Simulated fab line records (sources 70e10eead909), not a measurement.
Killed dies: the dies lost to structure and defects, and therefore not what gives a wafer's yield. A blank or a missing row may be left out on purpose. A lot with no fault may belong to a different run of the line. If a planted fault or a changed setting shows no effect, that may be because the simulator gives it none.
Which of the tools did it? :: flow nand-harc :: Sampling: 11 lots, 33 wafers, 3 of 1159 route steps

## WHAT EACH GAUGE READ, for each wafer
NHARC_A_SOURCE_PLATE_THK_MEAS_06: measures by ellipsometry.
lot: L076
measured: day 7 21:14
on: film-metro-01
thk-nm (nm): 195.4 200.0 196.5

lot: L077
measured: day 8 00:53
on: film-metro-01
thk-nm (nm): 203.8 205.1 203.4

lot: L079
measured: day 8 17:09
on: film-metro-01
thk-nm (nm): 196.8 202.6 196.7

lot: L081
measured: day 9 01:26
on: film-metro-02
thk-nm (nm): 200.9 202.1 203.1

lot: L083
measured: day 9 18:01
on: film-metro-01
thk-nm (nm): 202.7 205.6 204.4

lot: L084
measured: day 10 07:16
on: film-metro-01
thk-nm (nm): 199.8 201.9 200.5

lot: L087
measured: day 10 16:59
on: film-metro-01
thk-nm (nm): 200.1 203.2 203.3

lot: L089
measured: day 11 11:36
on: film-metro-02
thk-nm (nm): 203.9 204.4 203.5

lot: L090
measured: day 11 18:25
on: film-metro-02
thk-nm (nm): 200.5 200.5 201.1

lot: L094
measured: day 12 11:07
on: film-metro-02
thk-nm (nm): 200.2 199.6 199.9

lot: L096
measured: day 12 21:33
on: film-metro-01
thk-nm (nm): 201.8 202.2 201.7

## WHAT TOOL EACH LOT RAN ON (gives the tool, then ch and the chambers of the sampled wafers, and finally the start)
lot: L076
NHARC_P_M2_STRIP_18: rie-diel-02 ch 1,2,3, day 6 14:55
NHARC_A_ZERO_WELL_ETCH_13: rie-si-05 ch 0,1,2, day 6 23:37

lot: L077
NHARC_P_M2_STRIP_18: rie-diel-06 ch 2,3, day 6 19:40
NHARC_A_ZERO_WELL_ETCH_13: rie-si-05 ch 1,3, day 7 04:41

lot: L079
NHARC_P_M2_STRIP_18: rie-diel-06 ch 0,2,3, day 7 09:43
NHARC_A_ZERO_WELL_ETCH_13: rie-si-05 ch 1,2, day 7 18:31

lot: L081
NHARC_P_M2_STRIP_18: rie-diel-06 ch 1,2, day 7 18:45
NHARC_A_ZERO_WELL_ETCH_13: rie-si-01 ch 0,2,3, day 8 03:38

lot: L083
NHARC_P_M2_STRIP_18: rie-diel-06 ch 0,1,3, day 8 09:57
NHARC_A_ZERO_WELL_ETCH_13: rie-si-01 ch 2,3, day 8 18:18

lot: L084
NHARC_P_M2_STRIP_18: rie-diel-11 ch 0,1, day 8 20:02
NHARC_A_ZERO_WELL_ETCH_13: rie-si-01 ch 0,1,2, day 9 04:55

lot: L087
NHARC_P_M2_STRIP_18: rie-diel-11 ch 0,1,2, day 9 09:49
NHARC_A_ZERO_WELL_ETCH_13: rie-si-01 ch 1,2,3, day 9 18:22

lot: L089
NHARC_P_M2_STRIP_18: rie-diel-06 ch 1,2,3, day 10 07:52
NHARC_A_ZERO_WELL_ETCH_13: rie-si-04 ch 0,3, day 10 16:07

lot: L090
NHARC_P_M2_STRIP_18: rie-diel-02 ch 2,3, day 10 11:39
NHARC_A_ZERO_WELL_ETCH_13: rie-si-01 ch 0,3, day 10 20:13

lot: L094
NHARC_P_M2_STRIP_18: rie-diel-02 ch 0,2,3, day 11 04:41
NHARC_A_ZERO_WELL_ETCH_13: rie-si-01 ch 0,2,3, day 11 13:13

lot: L096
NHARC_P_M2_STRIP_18: rie-diel-02 ch 1,2, day 11 16:11
NHARC_A_ZERO_WELL_ETCH_13: rie-si-01 ch 0,3, day 12 00:39
- NHARC_P_M2_STRIP_18: strips in N2/H2.
- NHARC_A_ZERO_WELL_ETCH_13: etches the open film in HBr/Cl2, target depth 120 nm, time 40.1 s.

## THE ANSWER, worked out from the rows above alone
Rule: the lots themselves supply what counts as usual. The widest of any qualifying gaps counts: lots, ordered by their means at a reading, are off when they make up no more than a third of the lots, leave a main group of 4 or more, and stand apart from it by 3 or more times the standard deviation of that group's means. The tables above print the reading to a certain number of digits; a main group whose means all agree to those digits is not used. A lot without any number at a reading at which 4 lots or more have one is off too. Any other lot the step has rows for is counted as sound.
None of the lots is off at any reading shown; this tells nothing.

## WHAT HAD BEEN PUT IN BY THE SIMULATOR
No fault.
